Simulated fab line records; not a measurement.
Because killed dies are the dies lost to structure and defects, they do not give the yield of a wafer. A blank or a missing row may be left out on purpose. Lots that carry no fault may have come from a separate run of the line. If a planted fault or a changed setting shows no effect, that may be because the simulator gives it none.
Chamber matching    flow nandHarc    NHARC_P_CONTACT_CMP_24 on cmp-03: 4 sister chambers
The step polishes, t overpolish 30 s, target thk 200 nm. 4 wafers are shown with their chamber, then 7 later ones without.

EACH WAFER AND ITS CHAMBER
wafer   chamber  motorCurrentA (A)
L084.3  0        13.4
L084.5  2        12.9
L090.1  3        11.6
L090.4  1        14.5

WAFERS WITHOUT THEIR CHAMBER
wafer   motorCurrentA (A)
L090.5  11.4
L093.1  13.3
L093.2  14.9
L093.4  11.3
L096.2  11.3
L096.3  13.8
L096.5  11.7

WHICH CHAMBER EACH WENT THROUGH
wafer   from the rows above           in truth
L090.5  3                             3
L093.1  can't be placed: 0 or 2       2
L093.2  1                             1
L093.4  3                             3
L096.2  3                             3
L096.3  can't be placed: 0 or 1 or 2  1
L096.5  3                             3
Placed correctly: 5 of 7. Unplaceable from these rows: 2, with the true chamber sitting among the candidates in 2. Wrongly placed: 0.
How it was worked out, from the rows above alone: a wafer's distance from a chamber is the root of the sum, over the readings, of the square of ((its reading less the chamber's mean) divided by the reading's scatter). If the next closest chamber is less than 2 further off than the closest, the wafer can't be placed; otherwise it belongs to the closest. A chamber's mean is the mean of its shown wafers. The scatter (one wafer shown for each chamber): square how far every hidden wafer sits from the nearest shown wafer, average those squares and take the square root.
